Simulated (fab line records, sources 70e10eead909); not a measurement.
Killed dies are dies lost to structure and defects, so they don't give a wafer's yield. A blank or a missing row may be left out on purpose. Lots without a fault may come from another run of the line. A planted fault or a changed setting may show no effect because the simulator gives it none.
Chamber matching | flow nand_harc | NHARC_P_CONTACT_DESCUM_17 on rie_diel-04: 4 sister chambers
The step chemistry O2, time 3 s. 8 wafers are shown with their chamber, then 12 later ones without.

WAFERS WITH THEIR CHAMBER
wafer  | chamber | drypump_motor_current_A (A) | oes_product_au (a.u.)
L077.2 | 1       | 5.1                         | 0.995
L078.6 | 2       | 6.5                         | 1.001
L083.3 | 2       | 6.5                         | 0.999
L085.2 | 1       | 5.0                         | 0.987
L085.5 | 0       | 4.9                         | 0.995
L090.3 | 3       | 5.6                         | 1.004
L090.5 | 0       | 4.9                         | 0.994
L090.6 | 3       | 5.7                         | 1.000

WAFERS WITHOUT THEIR CHAMBER
wafer  | drypump_motor_current_A (A) | oes_product_au (a.u.)
L092.2 | 6.5                         | 1.010
L092.3 | 5.6                         | 1.008
L092.6 | 6.5                         | 1.010
L095.2 | 5.1                         | 0.993
L095.4 | 4.9                         | 0.992
L095.6 | 6.5                         | 0.991
L096.3 | 6.5                         | 1.010
L096.4 | 4.9                         | 0.996
L096.6 | 5.6                         | 1.010
L097.2 | 6.5                         | 0.992
L097.3 | 5.6                         | 1.006
L097.5 | 5.1                         | 0.999

WHICH CHAMBER EACH WENT THROUGH
wafer  | from the rows above     | in truth
L092.2 | 2                       | 2
L092.3 | 3                       | 3
L092.6 | 2                       | 2
L095.2 | 1                       | 1
L095.4 | 0                       | 0
L095.6 | 2                       | 2
L096.3 | 2                       | 2
L096.4 | 0                       | 0
L096.6 | 3                       | 3
L097.2 | 2                       | 2
L097.3 | 3                       | 3
L097.5 | can't be placed: 1 or 0 | 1
Placed correctly: 11 of 12. Can't be placed from these rows: 1 (the true chamber is among the candidates in 1). Placed wrongly: 0.
How it was worked out, from the rows above alone: a wafer's distance from a chamber is the root of the sum, over the readings, of the square of ((its reading less the chamber's mean) divided by the reading's scatter). The wafer belongs to the nearest chamber; if the next one is less than 2 further off, it can't be placed. A chamber's mean is the mean of its shown wafers. The scatter: the root of (the sum of the squares of (reading less its chamber's mean) over the shown wafers, divided by (wafers less chambers)).
